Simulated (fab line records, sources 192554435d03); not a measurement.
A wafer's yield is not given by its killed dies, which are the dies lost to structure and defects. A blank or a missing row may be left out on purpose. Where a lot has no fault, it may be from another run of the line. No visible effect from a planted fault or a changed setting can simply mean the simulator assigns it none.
Split-lot study    flow n5Finfet    on a route of 1938 steps: 7 lots, 21 wafers read

## SPLIT DETAILS
At N5_WELL_APT_COAT_19 (resist thk 950 nm), the setting spinRpm was moved away from the recipe's 1357 rpm on 6 of the 21 wafers read, by -7.9% to +8.8%. The other wafers ran this setting at the recipe's value.

The reading is taken at the split's own step.

## THE READING
coat_of_WELL_APT_COAT_19.thkNm (the simulator's own value, which no gauge read), in nm, at N5_WELL_APT_COAT_19 (resist thk 950 nm). No usual value for it is given in the file. Average 950.7 nm, standard deviation 2.8 nm, over the 15 wafers here run with the recipe.

wafer   tool, chamber at the split  spinRpm as run, rpm  against the recipe  coat_of_WELL_APT_COAT_19.thkNm, nm  against lot-mates on the recipe
L074.2  lithoTrack-01, 0            1357                 recipe              950.4                               -
L074.4  lithoTrack-01, 0            1357                 recipe              949                                 -
L074.5  lithoTrack-01, 0            1357                 recipe              951.6                               -
L080.2  lithoTrack-01, 0            1357                 recipe              946.7                               -
L080.3  lithoTrack-01, 0            1357                 recipe              947                                 -
L080.6  lithoTrack-01, 0            1477                 +8.8%               907.6                               -39.2
L083.2  lithoTrack-02, 0            1250                 -7.9%               987.9                               no lot-mate on the recipe
L083.5  lithoTrack-02, 0            1250                 -7.9%               986.1                               no lot-mate on the recipe
L083.6  lithoTrack-02, 0            1250                 -7.9%               988.6                               no lot-mate on the recipe
L084.1  lithoTrack-01, 0            1357                 recipe              948.1                               -
L084.2  lithoTrack-01, 0            1268                 -6.6%               982.8                               +34.7
L084.3  lithoTrack-01, 0            1268                 -6.6%               984.6                               +36.5
L087.2  lithoTrack-03, 0            1357                 recipe              954.6                               -
L087.4  lithoTrack-03, 0            1357                 recipe              953.7                               -
L087.5  lithoTrack-03, 0            1357                 recipe              957.4                               -
L092.2  lithoTrack-03, 0            1357                 recipe              951.3                               -
L092.6  lithoTrack-03, 0            1357                 recipe              951.3                               -
L092.4  lithoTrack-03, 0            1357                 recipe              950.5                               -
L094.1  lithoTrack-03, 0            1357                 recipe              950.2                               -
L094.4  lithoTrack-03, 0            1357                 recipe              950.6                               -
L094.5  lithoTrack-03, 0            1357                 recipe              948.6                               -

FIT RESULTS
A straight line over all 21 wafers: coat_of_WELL_APT_COAT_19.thkNm changes by -4.81 nm for each +1% of spinRpm; r = -0.99; the points scatter about the line by 2.6 nm.
The same after taking each lot's own level away (the mean of its wafers on the recipe; 18 wafers): -4.94 nm for each +1%; r = -0.99; scatter 1.7 nm.
On that fit, the largest move of spinRpm shifts the reading by 44 nm.
The span of the lots' own levels, 946.85 to 955.23 nm, comes to 3.0 times the standard deviation stated above.
The two slopes agree, so the slope changes little with the lot-to-lot level.
Check: with one of the wafers moved furthest among these (+8.8%) left out of the fit, the line predicts -48 nm for it against its lot-mates. It came out at -39.2 nm against them.

## FURTHER SPLITS ON THESE WAFERS
Before the reading, these wafers also passed through other splits. Each is held against what the fit with the lots' levels taken away leaves over:
other split on the same wafers  wafers away from the commonest value  r with coat_of_WELL_APT_COAT_19.thkNm (lot level and that fit taken away)
N5_WELL_APT_PEB_06 pebTimeS     8                                     -0.07

## FILE'S OWN FIT
coat_of_WELL_APT_COAT_19.thkNm changes by -4.79 nm for each +1% of spinRpm, r = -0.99.
